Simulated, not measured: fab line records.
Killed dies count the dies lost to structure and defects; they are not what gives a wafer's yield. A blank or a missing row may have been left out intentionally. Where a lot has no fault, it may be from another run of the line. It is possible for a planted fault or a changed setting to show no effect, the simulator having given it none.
Chamber matching	flow n5-finfet	N5_BEOL_M4_ETCH_64 on rie-diel-01: 4 sister chambers
The step etches SOC in N2/H2, target depth 75 nm, overetch 22.5 nm, time 121.9 s. 4 wafers are shown with their chamber, then 6 later ones without.

== WAFERS PAIRED WITH THEIR CHAMBERS ==
wafer	chamber	drypump-motor-current-A (A)
L901.4	3	6.4
L917.1	0	6.2
L917.3	2	5.5
L917.4	1	6.0

== WAFERS WITH NO CHAMBER GIVEN ==
wafer	drypump-motor-current-A (A)
L918.1	5.5
L918.3	6.2
L918.6	6.4
L919.1	5.9
L919.5	6.2
L919.6	6.5

== CHAMBER TAKEN BY EACH ==
wafer	from the rows above	in truth
L918.1	2	2
L918.3	0	0
L918.6	3	3
L919.1	1	1
L919.5	0	0
L919.6	3	3
Correctly placed: 6 of 6. Number that these rows cannot place: 0. Wrongly placed: 0.
How it was worked out, from the rows above alone: a wafer's distance from a chamber is the root of the sum, over the readings, of the square of ((its reading less the chamber's mean) divided by the reading's scatter). If the next closest chamber is less than 2 further off than the closest, the wafer can't be placed; otherwise it belongs to the closest. Each chamber's mean is taken over the wafers shown for it. The scatter (one wafer shown for each chamber): square how far every hidden wafer sits from the nearest shown wafer, average those squares and take the square root.
